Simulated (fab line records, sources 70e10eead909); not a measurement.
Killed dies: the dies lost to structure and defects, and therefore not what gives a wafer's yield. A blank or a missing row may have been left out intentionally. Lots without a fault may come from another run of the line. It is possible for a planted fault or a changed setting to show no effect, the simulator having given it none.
The tool behind it: which one? -- flow nand-harc -- 24 lots, 72 wafers sampled, at 6 steps of a route of 1302

== WHAT THE GAUGES READ, wafer by wafer ==
NHARC_THIN_TSV_INSPECT_40. Usual: raw-defect-count 560, standard deviation 84.
lot,measured,on,raw-defect-count,flag
L074,day 24 16:10,defect-inspect-01,452 420 473,
L075,day 24 16:10,defect-inspect-02,663 704 670,
L076,day 25 11:28,defect-inspect-01,523 485 471,
L078,day 25 11:28,defect-inspect-02,795 727 648,
L080,day 25 23:23,defect-inspect-01,572 612 537,
L079,day 25 23:23,defect-inspect-02,768 625 676,
L077,day 26 09:27,defect-inspect-01,677 506 535,
L081,day 27 00:31,defect-inspect-01,611 612 651,
L082,day 27 00:31,defect-inspect-02,540 505 494,
L083,day 27 23:16,defect-inspect-01,478 508 531,
L084,day 28 11:43,defect-inspect-02,367 450 457,
L085,day 28 11:43,defect-inspect-01,490 554 643,
L086,day 29 00:31,defect-inspect-02,473 537 618,
L089,day 30 01:46,defect-inspect-01,607 562 597,
L090,day 30 01:46,defect-inspect-01,557 536 511,
L087,day 30 01:46,defect-inspect-01,555 513 486,
L088,day 30 01:47,defect-inspect-01,530 497 614,
L093,day 31 18:05,defect-inspect-02,565 534 518,
L092,day 31 18:05,defect-inspect-01,501 626 494,
L091,day 32 07:39,defect-inspect-01,464 488 529,
L094,day 33 02:08,defect-inspect-01,568 640 598,
L096,day 33 02:09,defect-inspect-01,602 594 599,
L095,day 33 02:09,defect-inspect-01,615 569 548,
L097,day 33 16:32,defect-inspect-02,596 527 638,

== WHAT TOOL EACH LOT RAN ON (gives the tool, then ch and the chambers of the sampled wafers, and finally the start) ==
lot,NHARC_A_M0_PVD_21,NHARC_A_M1_DESCUM_14,NHARC_A_M1_ETCH_35,NHARC_A_BONDPAD_DEGAS_25,NHARC_A_BONDPAD_CMP_19
L074,"pvd-sputter-02, day 23 08:45 or earlier","rie-diel-07 ch 0,2,3, day 23 08:45","rie-diel-07 ch 0,1, day 23 08:49","pvd-sputter-01, day 23 14:17","cmp-03 ch 1,2,3, day 23 15:26"
L075,"pvd-sputter-02, day 23 10:12 or earlier","rie-diel-07 ch 0,2, day 23 10:12","rie-diel-07 ch 0,2,3, day 23 10:18","pvd-sputter-02, day 23 15:53","cmp-02 ch 1,2,3, day 23 17:02"
L076,"pvd-sputter-01, day 24 02:08 or earlier","rie-diel-12 ch 1,2,3, day 24 02:08","rie-diel-12 ch 1,3, day 24 02:13","pvd-sputter-02, day 24 07:51","cmp-02 ch 0,1,2, day 24 08:58"
L078,"pvd-sputter-03, day 24 04:17 or earlier","rie-diel-12 ch 0,1,3, day 24 04:17","rie-diel-12 ch 0,3, day 24 04:22","pvd-sputter-02, day 24 10:04","cmp-03 ch 0,2,3, day 24 11:11"
L080,"pvd-sputter-02, day 24 15:30 or earlier","rie-diel-08 ch 2,3, day 24 15:30","rie-diel-08 ch 0,2,3, day 24 15:37","pvd-sputter-01, day 24 21:20","cmp-03 ch 0,1,2, day 24 22:26"
L079,"pvd-sputter-01, day 24 17:42 or earlier","rie-diel-08 ch 0,2,3, day 24 17:42","rie-diel-08 ch 0,2,3, day 24 17:49","pvd-sputter-02, day 24 23:41","cmp-02 ch 0,2, day 25 00:46"
L077,"pvd-sputter-03, day 25 00:33 or earlier","rie-diel-08 ch 1,2,3, day 25 00:33","rie-diel-08 ch 2,3, day 25 00:37","pvd-sputter-03, day 25 06:06","cmp-03 ch 2,3, day 25 07:12"
L081,"pvd-sputter-02, day 25 15:02 or earlier","rie-diel-07 ch 0,2,3, day 25 15:02","rie-diel-07 ch 0,1,2, day 25 15:08","pvd-sputter-03, day 25 20:46","cmp-02 ch 0,1,3, day 25 22:14"
L082,"pvd-sputter-03, day 25 19:30 or earlier","rie-diel-07 ch 0,2,3, day 25 19:30","rie-diel-07 ch 0,2,3, day 25 19:36","pvd-sputter-01, day 26 01:14","cmp-02 ch 1,2,3, day 26 02:27"
L083,"pvd-sputter-01, day 26 09:57 or earlier","rie-diel-07 ch 2,3, day 26 09:57","rie-diel-07 ch 1,2,3, day 26 10:03","pvd-sputter-03, day 26 15:41","cmp-03 ch 0,1,3, day 26 16:46"
L084,"pvd-sputter-02, day 27 02:30 or earlier","rie-diel-07 ch 0,2,3, day 27 02:30","rie-diel-07 ch 1,2, day 27 02:35","pvd-sputter-02, day 27 08:28","cmp-01 ch 2,3, day 27 09:34"
L085,"pvd-sputter-01, day 27 03:16 or earlier","rie-diel-07 ch 0,2, day 27 03:16","rie-diel-07 ch 1,2,3, day 27 03:22","pvd-sputter-03, day 27 08:59","cmp-02 ch 1,2,3, day 27 10:04"
L086,"pvd-sputter-02, day 27 15:22 or earlier","rie-diel-12 ch 2,3, day 27 15:22","rie-diel-12 ch 0,1, day 27 15:28","pvd-sputter-01, day 27 20:55","cmp-01 ch 0,1,3, day 27 22:00"
L089,"pvd-sputter-02, day 28 13:13 or earlier","rie-diel-07 ch 0,1,3, day 28 13:13","rie-diel-07 ch 0,1,3, day 28 13:17","pvd-sputter-01, day 28 18:51","cmp-01 ch 2,3, day 28 20:04"
L090,"pvd-sputter-03, day 28 14:32 or earlier","rie-diel-07 ch 0,1,2, day 28 14:32","rie-diel-07 ch 2,3, day 28 14:36","pvd-sputter-03, day 28 20:07","cmp-01 ch 2,3, day 28 21:13"
L087,"pvd-sputter-01, day 28 15:59 or earlier","rie-diel-07 ch 1,2, day 28 15:59","rie-diel-07 ch 0,1, day 28 16:04","pvd-sputter-03, day 28 21:39","cmp-01 ch 1,2,3, day 28 22:49"
L088,"pvd-sputter-03, day 28 17:14 or earlier","rie-diel-07 ch 1,2,3, day 28 17:14","rie-diel-07 ch 0,1, day 28 17:17","pvd-sputter-02, day 28 22:57","cmp-01 ch 1,2, day 29 00:00"
L093,"pvd-sputter-02, day 30 09:24 or earlier","rie-diel-07 ch 1,2,3, day 30 09:24","rie-diel-07 ch 0,2,3, day 30 09:29","pvd-sputter-02, day 30 15:02","cmp-02 ch 0,2,3, day 30 16:07"
L092,"pvd-sputter-02, day 30 11:58 or earlier","rie-diel-08 ch 0,1,3, day 30 11:58","rie-diel-08 ch 0,1,3, day 30 12:02","pvd-sputter-02, day 30 17:32","cmp-03 ch 0,1,3, day 30 18:40"
L091,"pvd-sputter-01, day 30 20:32 or earlier","rie-diel-07 ch 0,1,2, day 30 20:32","rie-diel-07 ch 0,1,3, day 30 20:38","pvd-sputter-01, day 31 02:04","cmp-03 ch 0,2,3, day 31 03:09"
L094,"pvd-sputter-02, day 31 16:14 or earlier","rie-diel-12 ch 0,1,3, day 31 16:14","rie-diel-12 ch 0,3, day 31 16:19","pvd-sputter-03, day 31 22:11","cmp-02 ch 0,1, day 31 23:29"
L096,"pvd-sputter-03, day 31 17:01 or earlier","rie-diel-08 ch 0,3, day 31 17:01","rie-diel-08 ch 2,3, day 31 17:05","pvd-sputter-02, day 31 22:57","cmp-01 ch 0,1,2, day 32 00:05"
L095,"pvd-sputter-02, day 31 17:21 or earlier","rie-diel-07 ch 0,2,3, day 31 17:21","rie-diel-07 ch 0,2,3, day 31 17:26","pvd-sputter-01, day 31 23:17","cmp-02 ch 1,2,3, day 32 00:23"
L097,"pvd-sputter-02, day 32 05:55 or earlier","rie-diel-07 ch 1,2,3, day 32 05:55","rie-diel-07 ch 2,3, day 32 06:01","pvd-sputter-03, day 32 11:31","cmp-02 ch 0,1,2, day 32 12:40"
- NHARC_A_M0_PVD_21: deposits Cu, target thk 30 nm, time 20.49 s.
- NHARC_A_M1_DESCUM_14: chemistry O2, time 3 s.
- NHARC_A_M1_ETCH_35: etches the open film in N2/H2, target depth 40 nm, overetch 12 nm, time 43.94 s.
- NHARC_A_BONDPAD_DEGAS_25: time 60 s.
- NHARC_A_BONDPAD_CMP_19: polishes, t overpolish 30 s, cu recess touch 16 s, target thk 169.82 nm.

== WHAT THE TOOLS THEMSELVES READ (means of the sampled wafers that have a number; where no wafer has one, the mark that the record gives instead) ==
NHARC_A_M0_PVD_21. Usual: cathode-dc-power-W 5000.0 W, standard deviation 1; throttle-valve-pct 30.5 %, standard deviation 0.85.
lot,tool,cathode-dc-power-W (W),throttle-valve-pct (%),flag
L074,pvd-sputter-02,4999.3,30.7,
L075,pvd-sputter-02,4999.4,30.8,
L076,pvd-sputter-01,5000.1,30.4,
L078,pvd-sputter-03,5000.5,30.0,
L080,pvd-sputter-02,5000.1,29.9,
L079,pvd-sputter-01,4999.7,30.2,
L077,pvd-sputter-03,5000.5,29.7,
L081,pvd-sputter-02,5000.9,30.2,
L082,pvd-sputter-03,5000.7,29.9,
L083,pvd-sputter-01,4999.6,30.9,
L084,pvd-sputter-02,4999.1,30.7,
L085,pvd-sputter-01,4999.4,30.9,
L086,pvd-sputter-02,5000.1,30.8,
L089,pvd-sputter-02,5000.5,30.6,
L090,pvd-sputter-03,4999.4,30.2,
L087,pvd-sputter-01,5000.3,30.8,
L088,pvd-sputter-03,4999.2,29.9,
L093,pvd-sputter-02,4998.6,30.4,
L092,pvd-sputter-02,5000.0,30.7,
L091,pvd-sputter-01,4999.4,30.7,
L094,pvd-sputter-02,5000.0,31.6,
L096,pvd-sputter-03,5000.5,29.8,
L095,pvd-sputter-02,5000.3,31.4,
L097,pvd-sputter-02,4999.5,30.6,

NHARC_A_M1_DESCUM_14. Usual: drypump-motor-current-A 5.7 A, standard deviation 0.46; oes-product-au 1.000 a.u., standard deviation 0.0066; rf-vpp-V 57.7 V, standard deviation 0.82; showerhead-plenum-p-Torr 1.93 Torr, standard deviation 0.084; throttle-valve-pct 11.312 %, standard deviation 0.0085.
lot,tool,drypump-motor-current-A (A),oes-product-au (a.u.),rf-vpp-V (V),showerhead-plenum-p-Torr (Torr),throttle-valve-pct (%),flag
L074,rie-diel-07,5.4,0.996,56.9,1.92,11.309,
L075,rie-diel-07,5.1,1.003,57.9,1.97,11.317,
L076,rie-diel-12,5.6,1.002,58.2,1.92,11.313,
L078,rie-diel-12,5.7,1.004,57.5,1.88,11.303,
L080,rie-diel-08,5.8,1.000,57.6,1.95,11.311,
L079,rie-diel-08,5.5,1.004,57.5,1.94,11.313,
L077,rie-diel-08,6.0,0.997,57.8,1.91,11.309,
L081,rie-diel-07,5.5,0.997,57.6,1.92,11.309,
L082,rie-diel-07,5.5,1.002,57.7,1.92,11.311,
L083,rie-diel-07,5.8,0.999,57.9,1.87,11.299,
L084,rie-diel-07,5.5,0.997,58.1,1.92,11.313,
L085,rie-diel-07,5.1,1.004,58.0,1.97,11.315,
L086,rie-diel-12,5.7,0.997,57.7,1.84,11.319,
L089,rie-diel-07,5.6,1.000,57.7,1.98,11.312,
L090,rie-diel-07,5.6,1.001,57.9,1.98,11.313,
L087,rie-diel-07,5.9,0.999,58.2,1.92,11.316,
L088,rie-diel-07,5.9,0.996,57.2,1.93,11.303,
L093,rie-diel-07,5.9,0.997,58.1,1.93,11.317,
L092,rie-diel-08,5.6,1.015,57.0,1.91,11.309,
L091,rie-diel-07,5.6,1.002,58.6,1.98,11.311,
L094,rie-diel-12,5.7,0.990,58.5,1.88,11.317,
L096,rie-diel-08,5.2,0.997,57.5,1.93,11.310,
L095,rie-diel-07,5.5,1.000,56.7,1.92,11.312,
L097,rie-diel-07,5.9,0.997,57.5,1.93,11.317,

NHARC_A_M1_ETCH_35. Usual: drypump-motor-current-A 5.6 A, standard deviation 0.49; oes-product-au 0.999 a.u., standard deviation 0.0072; rf-fwd-power-W 395.4 W, standard deviation 1.6; rf-vpp-V 431.2 V, standard deviation 2.7; showerhead-plenum-p-Torr 2.06 Torr, standard deviation 0.093; throttle-valve-pct 14.171 %, standard deviation 0.0097.
lot,tool,drypump-motor-current-A (A),oes-product-au (a.u.),rf-fwd-power-W (W),rf-vpp-V (V),showerhead-plenum-p-Torr (Torr),throttle-valve-pct (%),flag
L074,rie-diel-07,5.7,0.997,395.6,434.1,2.18,14.161,
L075,rie-diel-07,5.5,1.001,396.2,431.2,2.05,14.177,
L076,rie-diel-12,5.6,1.010,396.9,429.6,2.01,14.176,
L078,rie-diel-12,5.7,1.003,396.8,426.8,1.91,14.179,
L080,rie-diel-08,5.5,0.998,395.2,431.5,2.07,14.168,
L079,rie-diel-08,5.5,1.004,395.1,431.5,2.07,14.163,
L077,rie-diel-08,5.8,0.996,395.9,430.9,2.08,14.168,
L081,rie-diel-07,5.6,0.996,395.8,432.8,2.11,14.181,
L082,rie-diel-07,5.5,1.001,395.4,430.4,2.05,14.164,
L083,rie-diel-07,5.9,1.001,395.7,430.9,2.06,14.172,
L084,rie-diel-07,5.9,1.004,395.0,431.4,2.05,14.175,
L085,rie-diel-07,5.9,0.997,395.9,432.0,2.06,14.179,
L086,rie-diel-12,5.7,0.995,394.2,429.3,2.00,14.168,
L089,rie-diel-07,5.6,0.995,395.9,432.1,2.11,14.165,
L090,rie-diel-07,5.8,0.994,394.4,429.0,1.99,14.171,
L087,rie-diel-07,5.3,0.998,395.5,433.1,2.16,14.172,
L088,rie-diel-07,5.7,0.998,395.6,433.8,2.18,14.166,
L093,rie-diel-07,5.5,1.002,394.0,429.8,2.04,14.170,
L092,rie-diel-08,5.7,0.997,394.8,430.7,2.03,14.174,
L091,rie-diel-07,5.6,1.003,395.3,432.7,2.11,14.168,
L094,rie-diel-12,5.8,0.994,394.6,426.6,1.90,14.165,
L096,rie-diel-08,5.8,1.001,397.8,431.7,2.07,14.163,
L095,rie-diel-07,5.5,1.000,395.3,430.7,2.04,14.184,
L097,rie-diel-07,5.8,0.995,395.6,429.7,1.99,14.168,

NHARC_A_BONDPAD_DEGAS_25. Usual: heater-power-w 444 W, standard deviation 32.
lot,tool,heater-power-w (W),flag
L074,pvd-sputter-01,469,
L075,pvd-sputter-02,474,
L076,pvd-sputter-02,438,
L078,pvd-sputter-02,457,
L080,pvd-sputter-01,470,
L079,pvd-sputter-02,441,
L077,pvd-sputter-03,438,
L081,pvd-sputter-03,430,
L082,pvd-sputter-01,460,
L083,pvd-sputter-03,461,
L084,pvd-sputter-02,427,
L085,pvd-sputter-03,411,
L086,pvd-sputter-01,433,
L089,pvd-sputter-01,470,
L090,pvd-sputter-03,441,
L087,pvd-sputter-03,430,
L088,pvd-sputter-02,423,
L093,pvd-sputter-02,424,
L092,pvd-sputter-02,422,
L091,pvd-sputter-01,452,
L094,pvd-sputter-03,478,
L096,pvd-sputter-02,427,
L095,pvd-sputter-01,437,
L097,pvd-sputter-03,449,

NHARC_A_BONDPAD_CMP_19. Usual: motor-current-A 12.5 A, standard deviation 1; overpolish-run-s 30.001 s, standard deviation 0.0089.
lot,tool,motor-current-A (A),overpolish-run-s (s),flag
L074,cmp-03,12.6,30.001,
L075,cmp-02,11.7,29.995,
L076,cmp-02,12.4,30.002,
L078,cmp-03,12.9,29.999,
L080,cmp-03,12.8,29.997,
L079,cmp-02,13.4,29.993,
L077,cmp-03,12.5,29.998,
L081,cmp-02,11.8,30.004,
L082,cmp-02,11.6,29.997,
L083,cmp-03,12.4,29.999,
L084,cmp-01,12.9,29.997,
L085,cmp-02,11.2,30.016,
L086,cmp-01,12.5,30.001,
L089,cmp-01,13.4,29.998,
L090,cmp-01,12.5,29.991,
L087,cmp-01,12.8,30.001,
L088,cmp-01,13.7,30.002,
L093,cmp-02,12.4,30.007,
L092,cmp-03,12.4,29.997,
L091,cmp-03,13.1,29.996,
L094,cmp-02,12.5,30.005,
L096,cmp-01,13.2,30.001,
L095,cmp-02,12.2,30.006,
L097,cmp-02,12.7,30.001,

== THE ANSWER, worked out from the rows above alone ==
Rule: a lot is off if the mean of its wafers that have a number lies more than 3 standard deviations from the usual mean. A lot without any number at a reading at which 4 lots or more have one is off too. Any other lot the step has rows for is counted as sound. The gauges are gone through in route order, then the tools' own readings, and for those a lot's mean is taken as printed above. The first step at which some lot is off is used, and at that step the reading that is off furthest; a lot without a number counts as furthest.
None of the lots is off at any reading shown; this tells nothing.

== WHAT THE SIMULATOR PUT IN ==
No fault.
